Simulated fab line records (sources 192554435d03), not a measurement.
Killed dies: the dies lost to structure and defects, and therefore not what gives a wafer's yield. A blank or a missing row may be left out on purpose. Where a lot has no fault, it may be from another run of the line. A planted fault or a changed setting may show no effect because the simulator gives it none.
Which tool was responsible? -- flow n5Finfet -- 14 lots, 37 wafers sampled, at 2 steps of a route of 1938

== WHAT THE GAUGES READ, wafer by wafer ==
N5_MIM_BOT_LITHO_OVL_MEAS_11. Usual: MIM_BOT_OVL 1 nm, standard deviation 5.
lot,measured,on,MIM_BOT_OVL (nm),flag
L231,day 11 15:02,overlay-02,-13 -10 -9,
L232,day 12 01:04,overlay-01,1 1 -2,
L233,day 12 03:29,overlay-01,4 6 -3,
L235,day 12 12:22,overlay-01,-3 -3 0,
L236,day 12 17:41,overlay-02,3 -1 2,
L238,day 13 08:04,overlay-02,6 9 9,
L239,day 13 17:05,overlay-01,-4 -3 1,
L240,day 14 07:41,overlay-02,2 3 -1,
L245,day 15 07:55,overlay-01,-1,
L246,day 15 11:31,overlay-02,4,
L247,day 15 18:29,overlay-02,-2 3,
L248,day 16 01:41,overlay-01,3 -6 7,
L250,day 16 15:31,overlay-02,9 10 5,
L253,day 17 12:03,overlay-01,-1 9 15,

== TOOL THAT RAN EACH LOT (tool first, then ch and the chambers of the sampled wafers, then the start) ==
lot,N5_BEOL_M10_HM_OPEN_17
L231,"rieMetal-02 ch 0,1, day 9 12:49"
L232,"rieMetal-03 ch 0,1, day 10 01:40"
L233,"rieMetal-01 ch 0,1, day 10 09:12"
L235,"rieMetal-01 ch 0,1, day 10 16:08"
L236,"rieMetal-03 ch 0,1, day 10 17:20"
L238,"rieMetal-03 ch 0,1, day 11 18:58"
L239,"rieMetal-02 ch 1, day 12 02:28"
L240,"rieMetal-01 ch 0,1, day 12 13:35"
L245,"rieMetal-02 ch 0, day 13 11:12"
L246,"rieMetal-02 ch 0, day 13 19:46"
L247,"rieMetal-01 ch 0,1, day 14 04:25"
L248,"rieMetal-03 ch 0,1, day 14 07:24"
L250,"rieMetal-01 ch 0,1, day 14 22:34"
L253,"rieMetal-03 ch 0,1, day 15 14:05"
- N5_BEOL_M10_HM_OPEN_17: chemistry Cl2/BCl3, target TiN, target depth 20 nm, overetch 6 nm.

== WHAT THE TOOLS THEMSELVES READ (means of the sampled wafers that have a number; where no wafer has one, the mark that the record gives instead) ==
N5_BEOL_M10_HM_OPEN_17. Usual: drypumpMotorCurrentA 5.7 A, standard deviation 0.41; heBacksideLeakSccm 3.41 sccm, standard deviation 0.29; oesProductAu 0.69 a.u., standard deviation 0.08; throttleValvePct 22.31 %, standard deviation 0.19.
lot,tool,drypumpMotorCurrentA (A),heBacksideLeakSccm (sccm),oesProductAu (a.u.),throttleValvePct (%),flag
L231,rieMetal-02,5.0,3.53,0.62,22.52,
L232,rieMetal-03,6.0,3.23,0.66,22.35,
L233,rieMetal-01,5.7,3.21,0.76,22.27,
L235,rieMetal-01,5.7,3.20,0.77,22.28,
L236,rieMetal-03,6.0,3.22,0.65,22.36,
L238,rieMetal-03,6.0,3.42,0.65,22.36,
L239,rieMetal-02,4.7,3.62,0.54,22.68,
L240,rieMetal-01,5.7,3.42,0.73,22.28,
L245,rieMetal-02,5.6,3.26,0.72,22.26,
L246,rieMetal-02,5.6,3.27,0.72,22.27,
L247,rieMetal-01,5.8,3.27,0.73,22.29,
L248,rieMetal-03,6.0,3.35,0.69,22.22,
L250,rieMetal-01,5.8,3.40,0.71,22.28,
L253,rieMetal-03,6.0,3.46,0.68,22.23,

== THE ANSWER, worked out from the rows above alone ==
Rule: a lot counts as off when the mean over its wafers that have a number is more than 3 standard deviations away from the usual mean. Also off: a lot with no number at a reading for which 4 or more lots have one. The other lots that the step has rows for count as sound. Order of review: gauges by route order, followed by the tools' own readings, for which a lot's mean as printed above is used. At the first step where some lot is off, the reading lying furthest off is the one used; lots without a number count as furthest.
None of the lots is off at any reading shown; this tells nothing.

== WHAT THE SIMULATOR PUT IN ==
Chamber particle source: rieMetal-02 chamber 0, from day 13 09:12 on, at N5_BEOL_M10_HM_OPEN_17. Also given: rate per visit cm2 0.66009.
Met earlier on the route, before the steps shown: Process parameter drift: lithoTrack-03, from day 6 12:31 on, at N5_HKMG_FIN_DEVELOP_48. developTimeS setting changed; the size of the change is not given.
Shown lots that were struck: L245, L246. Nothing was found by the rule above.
